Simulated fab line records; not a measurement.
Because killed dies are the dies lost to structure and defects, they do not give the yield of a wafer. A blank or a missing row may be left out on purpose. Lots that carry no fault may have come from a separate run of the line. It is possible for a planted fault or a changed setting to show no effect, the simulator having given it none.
Matching of chambers | flow n5 finfet | 4 sister chambers for N5_DUMMY_GATE_STRIP_40 on rie diel-05
The step strips in CF4. 4 wafers are shown with their chamber, then 8 later ones without.

## EACH WAFER AND ITS CHAMBER
wafer  | chamber | showerhead plenum p Torr (Torr)
L086.4 | 1       | 1.85
L087.1 | 2       | 1.81
L087.6 | 0       | 1.74
L094.1 | 3       | 1.79

## WAFERS WITHOUT THEIR CHAMBER
wafer  | showerhead plenum p Torr (Torr)
L094.2 | 1.74
L094.3 | 1.80
L095.1 | 1.74
L095.3 | 1.85
L095.5 | 1.74
L097.1 | 1.78
L097.3 | 1.80
L097.5 | 1.80

## CHAMBER TAKEN BY EACH
wafer  | from the rows above     | in truth
L094.2 | 0                       | 0
L094.3 | can't be placed: 2 or 3 | 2
L095.1 | 0                       | 0
L095.3 | 1                       | 1
L095.5 | 0                       | 0
L097.1 | 3                       | 3
L097.3 | can't be placed: 2 or 3 | 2
L097.5 | can't be placed: 2 or 3 | 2
Placed correctly: 5 of 8. These rows do not allow placing 3 (true chamber among the candidates in 3). Wrongly placed: 0.
How it was worked out, from the rows above alone: a wafer's distance from a chamber is the root of the sum, over the readings, of the square of ((its reading less the chamber's mean) divided by the reading's scatter). If the next closest chamber is less than 2 further off than the closest, the wafer can't be placed; otherwise it belongs to the closest. Each chamber's mean is taken over the wafers shown for it. The scatter: root of mean squared gap, hidden wafer to nearest shown wafer, with one shown wafer a chamber.
